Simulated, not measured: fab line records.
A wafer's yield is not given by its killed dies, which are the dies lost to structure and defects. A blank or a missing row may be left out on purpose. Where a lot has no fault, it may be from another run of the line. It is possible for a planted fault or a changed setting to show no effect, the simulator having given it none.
fab line records	flow nandHarc	part 1 of 2: steps 1 to 26 of 42
record lots=5	wafers=15	lastDay=31
route steps=1302 shown A_CONTACT@1106 A_BLC@1107 A_M0@1137
lots that met no fault: from a run of the same line without faults
startH: start of the lot's first displayed wafer, in hours after the record's first day	waitH: hours elapsed since this lot's preceding step	" unchanged from the row above	L1.1+2: one row covering several wafers at once	- no value, or no start was given	* or withheld: withheld	< > ~ a bound
route shown NAME@n: NAME is a module with steps in the file, n the number in the route of the first one	usual: mean/standard deviation of fault-free wafers	same: alike in all rows	chamber/n: place in a boat	sites: each site's reading	_std_site: the standard deviation of these	_edge_site: mean of outer sites minus mean of inner sites	radiusMm: how far each site lies from the wafer's centre	mask NAME#n: copy n	behind: the most recent tool/chamber to have shaped the wafer	hold: why the lot was held/for how many hours/how that ended	device: transistor that didn't switch, given as n, p or np	end of line: the route-end tests of the same wafers	a step with no rows: only its recipe	killed: count of dies lost to structure and defects at first sort (not the wafer's yield)	map: a wafer's dies, marking killed ones x, the rest . and places with no die _
set.NAME: the setting that was run; set.NAME@STEP: the one run at that earlier step	model.NAME: the simulator's own value behind a step, which no gauge read
lots at some steps of the route; a table a step, a row a wafer
services: a tool's chamber out of use, with start hour (startH, from the record's first day; less than 0 if before it), hours out, and reason
## steps
# step NHARC_A_CONTACT_INSPECT_23
# usual rawDefectCount=598/180
lot.wafer	tool	chamber	startH	waitH	rawDefectCount
L074.1	defectInspect-02	-	536.78	0.1	651
L074.3	"	-	"	"	498
L074.4	"	-	"	"	508
L080.3	defectInspect-01	-	582.33	0.1	1032
L080.4	"	-	"	"	1192
L080.6	"	-	"	"	752
L086.1	defectInspect-02	-	630.29	0.1	519
L086.4	"	-	"	"	456
L086.6	"	-	"	"	321
L087.1	defectInspect-02	-	660.41	0.1	551
L087.4	"	-	"	"	655
L087.6	"	-	"	"	497
L094.1	defectInspect-02	-	704.64	0.1	948
L094.3	"	-	"	"	605
L094.6	"	-	"	"	622
# step NHARC_A_BLC_DEHYDRATE_00
# recipe tempC=150	timeS=120
lot.wafer	tool	chamber	startH	waitH
L074.1+3+4	lithoTrack-01	0	536.83	0.1
L080.3+4+6	lithoTrack-06	0	582.39	0.1
L086.1+4+6	lithoTrack-04	0	630.35	0.1
L087.1+4+6	lithoTrack-04	0	660.46	0.1
L094.1+3+6	lithoTrack-04	0	704.69	0.1
# step NHARC_A_BLC_HMDS_01
# recipe timeS=30
lot.wafer	tool	chamber	startH	waitH
L074.1+3+4	lithoTrack-01	0	-	-
L080.3+4+6	lithoTrack-06	0	-	-
L086.1+4+6	lithoTrack-04	0	-	-
L087.1+4+6	lithoTrack-04	0	-	-
L094.1+3+6	lithoTrack-04	0	-	-
# step NHARC_A_BLC_COAT_02
# recipe tempC=260	timeS=75
lot.wafer	tool	chamber	startH	waitH
L074.1+3+4	lithoTrack-01	0	-	-
L080.3+4+6	lithoTrack-06	0	-	-
L086.1+4+6	lithoTrack-04	0	-	-
L087.1+4+6	lithoTrack-04	0	-	-
L094.1+3+6	lithoTrack-04	0	-	-
# step NHARC_A_BLC_COAT_03
# recipe tempC=225	timeS=65
lot.wafer	tool	chamber	startH	waitH
L074.1+3+4	lithoTrack-01	0	-	-
L080.3+4+6	lithoTrack-06	0	-	-
L086.1+4+6	lithoTrack-04	0	-	-
L087.1+4+6	lithoTrack-04	0	-	-
L094.1+3+6	lithoTrack-04	0	-	-
# step NHARC_A_BLC_COAT_04
# recipe spinRpm=1500	resistThkNm=90
lot.wafer	tool	chamber	startH	waitH
L074.1+3+4	lithoTrack-01	0	-	-
L080.3+4+6	lithoTrack-06	0	-	-
L086.1+4+6	lithoTrack-04	0	-	-
L087.1+4+6	lithoTrack-04	0	-	-
L094.1+3+6	lithoTrack-04	0	-	-
# step NHARC_A_BLC_SOFTBAKE_05
# recipe tempC=105	timeS=55
lot.wafer	tool	chamber	startH	waitH
L074.1+3+4	lithoTrack-01	0	-	-
L080.3+4+6	lithoTrack-06	0	-	-
L086.1+4+6	lithoTrack-04	0	-	-
L087.1+4+6	lithoTrack-04	0	-	-
L094.1+3+6	lithoTrack-04	0	-	-
# step NHARC_A_BLC_EBR_06
lot.wafer	tool	chamber	startH	waitH
L074.1+3+4	lithoTrack-01	0	-	-
L080.3+4+6	lithoTrack-06	0	-	-
L086.1+4+6	lithoTrack-04	0	-	-
L087.1+4+6	lithoTrack-04	0	-	-
L094.1+3+6	lithoTrack-04	0	-	-
# step NHARC_A_BLC_EXPOSE_07
# recipe na=1.35	targetCdNm=100	doseMj=67.97	maskId=A_BLC
lot.wafer	tool	chamber	startH	waitH	mask
L074.1+3+4	arfiScanner-03	0	537.14	-	A_BLC#0
L080.3+4+6	arfiScanner-02	0	583.76	-	A_BLC#0
L086.1+4+6	arfiScanner-02	0	630.53	-	A_BLC#0
L087.1+4+6	arfiScanner-01	0	660.77	-	A_BLC#0
L094.1+3+6	arfiScanner-01	0	705.00	-	A_BLC#0
# step NHARC_A_BLC_PEB_08
# recipe pebTempC=100	pebTimeS=65
lot.wafer	tool	chamber	startH	waitH
L074.1+3+4	lithoTrack-01	0	537.20	0.1
L080.3+4+6	lithoTrack-04	0	583.82	0.0
L086.1+4+6	lithoTrack-01	0	630.59	0.1
L087.1+4+6	lithoTrack-06	0	660.83	0.1
L094.1+3+6	lithoTrack-01	0	705.06	0.1
# step NHARC_A_BLC_DEVELOP_09
# recipe developTimeS=35	devTempC=23
lot.wafer	tool	chamber	startH	waitH
L074.1+3+4	lithoTrack-01	0	-	-
L080.3+4+6	lithoTrack-04	0	-	-
L086.1+4+6	lithoTrack-01	0	-	-
L087.1+4+6	lithoTrack-06	0	-	-
L094.1+3+6	lithoTrack-01	0	-	-
# step NHARC_A_BLC_CD_MEAS_10
# recipe targetCdNm=100	landingEnergyEv=500
# usual cdNm=100.1/0.63
lot.wafer	tool	chamber	startH	waitH	cdNm
L074.1	cdSem-01	0	537.28	-	100.2
L074.3	"	0	"	"	100.2
L074.4	"	0	"	"	100.5
L080.3	cdSem-01	0	583.90	-	100.6
L080.4	"	0	"	"	100.8
L080.6	"	0	"	"	100.1
L086.1	cdSem-03	0	630.67	-	99.5
L086.4	"	0	"	"	100.1
L086.6	"	0	"	"	100.0
L087.1	cdSem-03	0	660.91	-	101.7
L087.4	"	0	"	"	100.3
L087.6	"	0	"	"	100.9
L094.1	cdSem-01	0	705.14	-	100.5
L094.3	"	0	"	"	99.8
L094.6	"	0	"	"	99.1
# step NHARC_A_BLC_OVL_MEAS_11
# usual overlayXNm=0.2/1	overlayYNm=-0.2/0.9
lot.wafer	tool	chamber	startH	waitH	overlayXNm	overlayYNm
L074.1	overlay-02	-	537.37	-	-0.4	-0.8
L074.3	"	-	"	"	0.3	-0.2
L074.4	"	-	"	"	0.1	-0.3
L080.3	overlay-01	-	583.98	-	-0.9	-0.6
L080.4	"	-	"	"	-1.6	-0.3
L080.6	"	-	"	"	-1.2	-0.1
L086.1	overlay-02	-	630.76	-	2.0	0.1
L086.4	"	-	"	"	1.2	-0.2
L086.6	"	-	"	"	1.8	0.5
L087.1	overlay-01	-	661.00	-	1.3	0.7
L087.4	"	-	"	"	1.6	0.3
L087.6	"	-	"	"	1.0	0.6
L094.1	overlay-02	-	705.23	-	-0.4	-0.4
L094.3	"	-	"	"	-0.7	-0.7
L094.6	"	-	"	"	0.3	-0.2
# step NHARC_A_BLC_INSPECT_12
# usual rawDefectCount=89/44
lot.wafer	tool	chamber	startH	waitH	rawDefectCount
L074.1	defectInspect-02	-	537.41	0.0	89
L074.3	"	-	"	"	81
L074.4	"	-	"	"	65
L080.3	defectInspect-02	-	584.02	0.0	125
L080.4	"	-	"	"	135
L080.6	"	-	"	"	146
L086.1	defectInspect-02	-	630.80	0.0	36
L086.4	"	-	"	"	26
L086.6	"	-	"	"	57
L087.1	defectInspect-01	-	661.04	0.0	119
L087.4	"	-	"	"	93
L087.6	"	-	"	"	106
L094.1	defectInspect-02	-	705.27	0.0	79
L094.3	"	-	"	"	70
L094.6	"	-	"	"	89
# step NHARC_A_BLC_DESCUM_15
# recipe timeS=3	o2FlowSccm=200	arFlowSccm=0	biasPowerW=0	chemistry=O2
# usual drypumpMotorCurrentA=5.8/0.48	oesProductAu=1.003/0.009	rfVppV=57.5/0.93	showerheadPlenumPTorr=1.84/0.046	throttleValvePct=11.312/0.0098
lot.wafer	tool	chamber	startH	waitH	drypumpMotorCurrentA	oesProductAu	rfHoursCounterH	rfVppV	showerheadPlenumPTorr	throttleValvePct
L074.3	rieDiel-13	2	537.50	0.1	5.1	1.017	0	56.5	1.81	11.310
L074.4	"	3	"	"	6.2	1.014	1	58.2	1.79	11.321
L074.1	"	1	"	"	5.4	1.006	0	58.3	1.80	11.317
L080.4	rieDiel-13	1	584.08	0.1	5.4	0.999	4	58.9	1.79	11.311
L080.3	"	0	"	"	5.5	0.992	4	55.4	1.85	11.293
L080.6	"	1	"	"	5.4	1.001	-	57.4	1.79	11.305
L086.4	rieDiel-07	0	630.87	0.1	6.0	1.016	12	56.9	1.93	11.291
L086.1	"	1	"	"	5.9	1.005	13	57.5	1.84	11.308
L086.6	"	3	"	"	6.4	1.003	-	57.3	1.85	11.318
L087.4	rieDiel-01	1	661.10	0.1	6.0	0.992	31	57.9	1.88	11.308
L087.1	"	2	"	"	6.2	0.991	39	56.8	1.86	11.310
L087.6	"	1	"	"	6.1	0.991	-	57.9	1.88	11.313
L094.1	rieDiel-13	1	705.34	0.1	5.4	0.999	0	57.9	1.79	11.309
L094.3	"	2	"	"	5.0	1.001	0	57.4	1.81	11.312
L094.6	"	1	"	"	5.4	0.999	-	58.2	1.79	11.308
# step NHARC_A_BLC_ETCH_16
# recipe targetDepthA=390	overEtchFrac=0.3	timeS=65	ionEnergyEv=80	cf4FlowSccm=150	arFlowSccm=0	rfW=300	biasW=100	chemistry=CF4
# usual biasW=100.00/0.3	drypumpMotorCurrentA=5.8/0.48	oesProductAu=1.001/0.0088	rfVppV=150.4/0.98	showerheadPlenumPTorr=1.70/0.036	throttleValvePct=13.284/0.0093
lot.wafer	tool	chamber	startH	waitH	biasW	drypumpMotorCurrentA	oesProductAu	rfHoursCounterH	rfVppV	showerheadPlenumPTorr	throttleValvePct
L074.1	rieDiel-13	3	537.73	0.2	100.22	6.2	1.009	1	150.0	1.66	13.280
L074.4	"	0	"	"	99.72	5.5	1.002	1	151.3	1.71	13.289
L074.3	"	1	"	"	99.99	5.4	1.015	1	151.6	1.67	13.295
L080.4	rieDiel-13	1	584.17	0.1	99.52	5.4	1.002	4	150.0	1.67	13.284
L080.3	"	2	"	"	99.80	5.1	1.004	5	152.9	1.68	13.289
L080.6	"	2	"	"	99.97	5.1	0.999	-	150.3	1.68	13.277
L086.1	rieDiel-07	3	630.95	0.1	99.93	6.4	1.004	12	150.3	1.72	13.275
L086.4	"	0	"	"	100.44	6.0	1.005	12	152.1	1.79	13.284
L086.6	"	2	"	"	99.78	5.4	0.994	-	150.0	1.69	13.275
L087.1	rieDiel-01	1	661.20	0.1	99.64	6.0	0.992	31	150.3	1.74	13.285
L087.4	"	2	"	"	100.13	6.1	0.987	39	152.2	1.72	13.301
L087.6	"	3	"	"	100.36	6.3	0.996	-	151.9	1.73	13.283
L094.1	rieDiel-13	0	705.41	0.1	100.29	5.5	0.996	0	150.0	1.71	13.288
L094.3	"	3	"	"	100.73	6.2	1.009	0	149.5	1.66	13.277
L094.6	"	1	"	"	99.48	5.4	0.993	-	149.0	1.67	13.279
# step NHARC_A_BLC_ETCH_17
# recipe targetDepthA=3900	overEtchFrac=0.25	timeS=609.38	ionEnergyEv=200	n2FlowSccm=150	h2FlowSccm=150	arFlowSccm=0	rfW=400	biasW=150	chemistry=N2/H2
# usual biasW=150.0/0.43	drypumpMotorCurrentA=5.9/0.47	oesProductAu=1.001/0.009	rfVppV=428.2/1.7	showerheadPlenumPTorr=1.96/0.048	throttleValvePct=14.171/0.0099
lot.wafer	tool	chamber	startH	waitH	biasW	drypumpMotorCurrentA	oesProductAu	rfHoursCounterH	rfVppV	showerheadPlenumPTorr	throttleValvePct
L074.3	rieDiel-13	0	-	-	150.0	5.5	1.006	1	428.8	1.97	14.168
L074.1	"	1	"	"	150.5	5.4	1.011	1	428.2	1.91	14.161
L074.4	"	3	"	"	149.6	6.2	1.012	1	428.2	1.90	14.181
L080.3	rieDiel-13	2	-	-	150.6	5.0	1.010	5	428.7	1.93	14.158
L080.4	"	1	"	"	149.7	5.4	0.997	5	427.6	1.91	14.170
L080.6	"	3	"	"	150.6	6.3	1.008	-	425.2	1.90	14.149
L086.1	rieDiel-07	0	-	-	150.1	6.0	1.009	13	433.5	2.06	14.193
L086.4	"	2	"	"	149.4	5.3	0.997	12	428.7	1.94	14.179
L086.6	"	1	"	"	149.9	5.9	1.006	-	430.4	1.97	14.166
L087.1	rieDiel-01	3	-	-	150.2	6.3	1.001	38	427.8	1.99	14.178
L087.4	"	0	"	"	150.3	6.7	0.986	33	424.5	1.89	14.165
L087.6	"	2	"	"	150.0	6.2	0.986	-	429.4	1.98	14.150
L094.1	rieDiel-13	0	-	-	149.8	5.5	1.001	0	427.4	1.97	14.164
L094.3	"	2	"	"	150.2	5.0	1.007	0	427.3	1.92	14.175
L094.6	"	0	"	"	150.3	5.5	1.002	-	428.9	1.97	14.164
# step NHARC_A_BLC_ETCH_18
# recipe targetDepthA=9100	c4f8FlowSccm=20	o2FlowSccm=10	arFlowSccm=withheld	rfW=600	biasW=1500	chemistry=C4F8/O2/Ar
# usual biasW=1500/4.5	oesProductAu=0.952/0.023	rfVppV=973/3.2
lot.wafer	tool	chamber	startH	waitH	biasW	oesProductAu	rfHoursCounterH	rfVppV
L074.4	rieDiel-13	1	-	-	1499	0.953	1	971
L074.1	"	3	"	"	1496	0.960	1	970
L074.3	"	0	"	"	1500	0.946	1	974
L080.4	rieDiel-13	1	-	-	1499	0.967	5	971
L080.3	"	2	"	"	1489	0.965	5	971
L080.6	"	0	"	"	1501	0.978	-	973
L086.4	rieDiel-07	1	-	-	1496	0.933	13	973
L086.1	"	2	"	"	1504	0.928	12	972
L086.6	"	3	"	"	1502	0.922	-	975
L087.4	rieDiel-01	0	-	-	1501	0.977	33	969
L087.1	"	2	"	"	1508	0.959	39	974
L087.6	"	0	"	"	1501	0.968	-	970
L094.1	rieDiel-13	2	-	-	1499	0.974	0	972
L094.3	"	1	"	"	1500	0.958	0	970
L094.6	"	3	"	"	1499	0.989	-	970
# step NHARC_A_BLC_CD_MEAS_19
# usual cdNm=99.9/1.9
lot.wafer	tool	chamber	startH	waitH	cdNm
L074.1	cdSem-03	-	538.61	-	98.9
L074.3	"	-	"	"	101.0
L074.4	"	-	"	"	102.6
L080.3	cdSem-03	-	585.06	-	101.1
L080.4	"	-	"	"	97.4
L080.6	"	-	"	"	101.9
L086.1	cdSem-03	-	631.83	-	100.2
L086.4	"	-	"	"	97.1
L086.6	"	-	"	"	101.5
L087.1	cdSem-02	-	662.06	-	101.8
L087.4	"	-	"	"	100.9
L087.6	"	-	"	"	98.0
L094.1	cdSem-02	-	706.29	-	95.9
L094.3	"	-	"	"	99.2
L094.6	"	-	"	"	96.1
# step NHARC_A_BLC_STRIP_29
# recipe cf4FlowSccm=150	arFlowSccm=0	biasW=0	chemistry=CF4
# usual drypumpMotorCurrentA=5.7/0.47	oesProductAu=1.005/0.0082	rfVppV=59.1/0.87	showerheadPlenumPTorr=1.70/0.039	throttleValvePct=13.283/0.0091
# same biasW=0
lot.wafer	tool	chamber	startH	waitH	drypumpMotorCurrentA	oesProductAu	rfHoursCounterH	rfVppV	showerheadPlenumPTorr	throttleValvePct
L074.3	rieDiel-13	3	538.70	0.1	6.3	1.002	1	59.2	1.66	13.280
L074.4	"	0	"	"	5.5	1.005	1	59.0	1.71	13.277
L074.1	"	1	"	"	5.4	1.013	1	60.5	1.67	13.290
L080.4	rieDiel-13	2	585.14	0.1	5.1	1.000	5	58.4	1.68	13.293
L080.3	"	3	"	"	6.2	0.997	5	58.9	1.66	13.289
L080.6	"	1	"	"	5.4	1.010	-	59.8	1.67	13.273
L086.4	rieDiel-07	3	631.90	0.1	6.4	1.007	12	59.6	1.72	13.304
L086.1	"	2	"	"	5.4	0.995	12	60.6	1.69	13.285
L086.6	"	0	"	"	6.0	1.026	-	60.0	1.78	13.277
L087.4	rieDiel-01	1	662.14	0.1	6.1	1.004	31	59.4	1.74	13.282
L087.1	"	3	"	"	6.3	1.012	38	59.8	1.73	13.296
L087.6	"	1	"	"	6.1	0.989	-	59.8	1.74	13.279
L094.3	rieDiel-13	1	706.37	0.1	5.4	1.003	0	58.5	1.67	13.273
L094.1	"	3	"	"	6.2	1.006	0	58.7	1.66	13.280
L094.6	"	1	"	"	5.4	0.991	-	57.6	1.66	13.305
# step NHARC_A_BLC_STRIP_21
# recipe o2FlowSccm=500	arFlowSccm=0	biasW=0	chemistry=O2
# usual drypumpMotorCurrentA=5.8/0.47	oesProductAu=1.004/0.0069	rfVppV=57.6/0.83	showerheadPlenumPTorr=3.39/0.087	throttleValvePct=17.034/0.011
# same biasW=0
lot.wafer	tool	chamber	startH	waitH	drypumpMotorCurrentA	oesProductAu	rfHoursCounterH	rfVppV	showerheadPlenumPTorr	throttleValvePct
L074.3	rieDiel-13	1	538.80	0.1	5.4	1.014	1	57.6	3.32	17.043
L074.4	"	2	"	"	5.1	1.005	1	58.2	3.35	17.029
L074.1	"	3	"	"	6.3	1.027	1	58.5	3.31	17.011
L080.4	rieDiel-13	1	585.23	0.1	5.4	0.997	5	56.7	3.32	17.037
L080.3	"	2	"	"	5.0	1.015	5	57.7	3.35	17.035
L080.6	"	2	"	"	5.0	1.008	-	55.8	3.35	17.036
L086.4	rieDiel-07	3	632.01	0.1	6.4	1.011	12	56.2	3.42	17.030
L086.1	"	1	"	"	6.0	1.013	13	58.0	3.41	17.055
L086.6	"	3	"	"	6.4	1.007	-	58.1	3.42	17.027
L087.4	rieDiel-01	0	662.26	0.1	6.7	0.994	33	59.2	3.29	17.020
L087.1	"	1	"	"	6.1	0.994	31	57.0	3.47	17.041
L087.6	"	2	"	"	6.2	0.987	-	56.5	3.43	17.040
L094.1	rieDiel-13	2	706.48	0.1	5.0	1.003	0	57.2	3.35	17.035
L094.3	"	0	"	"	5.5	0.999	0	58.4	3.41	17.034
L094.6	"	1	"	"	5.4	1.005	-	57.5	3.32	17.019
# step NHARC_A_BLC_STRIP_22
# recipe timeS=600	tempC=30	chemistry=postEtchResidueRemover
lot.wafer	tool	chamber	startH	waitH
L074.4+1+3	wetBench-01	4,7,0	538.94	-
L080.6+3+4	wetBench-06	3,4,7	585.38	-
L086.6+4+1	wetBench-05	6,7,2	632.16	-
L087.4+6+1	wetBench-01	2,3,6	662.40	-
L094.1+3+6	wetBench-06	6,0,2	706.62	-
# step NHARC_A_BLC_DEGAS_30
# recipe tempC=300	timeS=60
# usual heaterPowerW=470/48
lot.wafer	tool	chamber	startH	waitH	heaterPowerW
L074.1	pvdSputter-01	-	539.22	-	405
L074.3	"	-	"	"	565
L074.4	"	-	"	"	404
L080.3	pvdSputter-03	-	585.66	-	415
L080.4	"	-	"	"	496
L080.6	"	-	"	"	501
L086.4	pvdSputter-03	-	632.43	-	494
L086.1	"	-	"	"	438
L086.6	"	-	"	"	430
L087.1	pvdSputter-02	-	662.67	-	418
L087.4	"	-	"	"	537
L087.6	"	-	"	"	466
L094.1	pvdSputter-02	-	706.90	-	502
L094.3	"	-	"	"	483
L094.6	"	-	"	"	529
# step NHARC_A_BLC_PRE_CLEAN_31
# recipe timeS=15	biasV=250	gas=Ar
lot.wafer	tool	chamber	startH	waitH
L074.3+4+1	pvdSputter-01	-	-	-
L080.4+3+6	pvdSputter-03	-	-	-
L086.4+1+6	pvdSputter-03	-	-	-
L087.1+4+6	pvdSputter-02	-	-	-
L094.1+3+6	pvdSputter-02	-	-	-
# step NHARC_A_BLC_PVD_32
# recipe targetThkA=50	chamberPressurePa=5	powerW=5000	substrateTempC=200	timeS=17.7	material=Ti
# usual throttleValvePct=30.1/1.2
lot.wafer	tool	chamber	startH	waitH	throttleValvePct
L074.4	pvdSputter-01	-	-	-	29.9
L074.3	"	-	"	"	29.4
L074.1	"	-	"	"	31.1
L080.4	pvdSputter-03	-	-	-	29.8
L080.3	"	-	"	"	31.3
L080.6	"	-	"	"	30.5
L086.1	pvdSputter-03	-	-	-	31.5
L086.4	"	-	"	"	29.8
L086.6	"	-	"	"	31.3
L087.1	pvdSputter-02	-	-	-	28.2
L087.4	"	-	"	"	32.5
L087.6	"	-	"	"	30.7
L094.1	pvdSputter-02	-	-	-	30.9
L094.3	"	-	"	"	28.2
L094.6	"	-	"	"	30.9
# step NHARC_A_BLC_ALD_23
# recipe targetThkA=30	pulseTimeS=1	aldCycles=150	tempC=450	material=TiN
# usual heaterPowerOuterW=680/82	heaterPowerW=1071/110	precursorPulseHeightRel=1.002/0.018
lot.wafer	tool	chamber	startH	waitH	heaterPowerOuterW	heaterPowerW	precursorPulseHeightRel
L074.3	aldMetal-04	3	539.45	-	811	1241	1.023
L074.1	"	1	"	"	617	1057	1.032
L074.4	"	2	"	"	648	1065	0.994
L080.4	aldMetal-01	1	585.89	-	791	1187	0.994
L080.3	"	0	"	"	593	1009	1.016
L080.6	"	1	"	"	779	1176	1.009
L086.4	aldMetal-03	1	632.67	-	602	970	0.994
L086.1	"	3	"	"	523	827	1.006
L086.6	"	1	"	"	610	950	1.021
L087.1	aldMetal-04	0	662.93	-	716	1059	0.999
L087.4	"	1	"	"	618	1110	1.008
L087.6	"	0	"	"	709	1007	1.037
L094.1	aldMetal-03	2	707.13	-	737	1019	1.006
L094.3	"	1	"	"	617	933	0.975
L094.6	"	3	"	"	520	837	1.000
